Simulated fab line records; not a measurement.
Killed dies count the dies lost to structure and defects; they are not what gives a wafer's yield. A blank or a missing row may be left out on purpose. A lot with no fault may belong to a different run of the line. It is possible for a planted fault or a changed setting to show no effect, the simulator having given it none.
Matching of chambers | flow n5Finfet | rieDiel-06 running N5_BEOL_M1_STRIP_36: 4 sister chambers
The step strips in N2/H2. 8 wafers are shown with their chamber, then 8 later ones without.

== WAFERS, EACH WITH ITS CHAMBER ==
wafer  | chamber | showerheadPlenumPTorr (Torr) | drypumpMotorCurrentA (A)
L080.2 | 2       | 2.61                         | 5.9
L080.5 | 3       | 2.43                         | 6.0
L081.2 | 0       | 2.39                         | 5.4
L081.3 | 2       | 2.61                         | 5.9
L084.1 | 0       | 2.38                         | 5.5
L084.4 | 3       | 2.43                         | 5.9
L084.6 | 1       | 2.49                         | 6.2
L092.1 | 1       | 2.48                         | 6.2

== WAFERS WITHOUT THEIR CHAMBER ==
wafer  | showerheadPlenumPTorr (Torr) | drypumpMotorCurrentA (A)
L092.3 | 2.61                         | 5.9
L092.4 | 2.38                         | 5.5
L095.1 | 2.48                         | 6.2
L095.4 | 2.42                         | 6.0
L095.6 | 2.60                         | 5.9
L097.2 | 2.69                         | 5.5
L097.5 | 2.41                         | 6.0
L097.6 | 2.60                         | 5.9

== CHAMBER TAKEN BY EACH ==
wafer  | from the rows above | in truth
L092.3 | 2                   | 2
L092.4 | 0                   | 0
L095.1 | 1                   | 1
L095.4 | 3                   | 3
L095.6 | 2                   | 2
L097.2 | 2                   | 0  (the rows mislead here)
L097.5 | 3                   | 3
L097.6 | 2                   | 2
Correctly placed: 7 of 8. Not placeable from these rows: 0. Wrongly placed: 1.
How it was worked out, from the rows above alone: a wafer's distance from a chamber is the root of the sum, over the readings, of the square of ((its reading less the chamber's mean) divided by the reading's scatter). If the next closest chamber is less than 2 further off than the closest, the wafer can't be placed; otherwise it belongs to the closest. The mean given for a chamber averages the wafers shown for that chamber. The scatter: take each reading less its chamber's mean, square it, sum over the shown wafers, divide by the number of wafers less the number of chambers, and take the root.
